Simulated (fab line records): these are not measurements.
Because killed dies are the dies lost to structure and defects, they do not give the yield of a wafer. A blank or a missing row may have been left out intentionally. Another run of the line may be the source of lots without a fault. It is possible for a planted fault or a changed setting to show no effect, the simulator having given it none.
Chamber matching | flow n5Finfet | 3 sister chambers for N5_GATE_CUT_PECVD_57 on pecvd-02
The step deposits SiNx from SiH4/NH3/N2, target thk 21 nm. 3 wafers are shown with their chamber, then 8 later ones without.

## WAFERS PAIRED WITH THEIR CHAMBERS
wafer  | chamber | throttleValvePct (%)
L081.3 | 1       | 37.5
L082.4 | 2       | 40.3
L083.2 | 0       | 41.4

## WAFERS WHOSE CHAMBER IS MISSING
wafer  | throttleValvePct (%)
L083.4 | 37.7
L083.6 | 40.2
L096.2 | 37.7
L096.4 | 41.1
L096.5 | 40.8
L097.2 | 41.2
L097.3 | 40.8
L097.6 | 41.2

## CHAMBER TAKEN BY EACH
wafer  | from the rows above     | in truth
L083.4 | 1                       | 1
L083.6 | 2                       | 2
L096.2 | 1                       | 1
L096.4 | can't be placed: 0 or 2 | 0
L096.5 | can't be placed: 2 or 0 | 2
L097.2 | 0                       | 0
L097.3 | can't be placed: 2 or 0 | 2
L097.6 | 0                       | 0
5 of 8 placed correctly. These rows do not allow placing 3 (true chamber among the candidates in 3). Number placed wrongly: 0.
How it was worked out, from the rows above alone: a wafer's distance from a chamber is the root of the sum, over the readings, of the square of ((its reading less the chamber's mean) divided by the reading's scatter). If the next closest chamber is less than 2 further off than the closest, the wafer can't be placed; otherwise it belongs to the closest. A chamber's mean is the mean of its shown wafers. The scatter (one wafer shown for each chamber): square how far every hidden wafer sits from the nearest shown wafer, average those squares and take the square root.
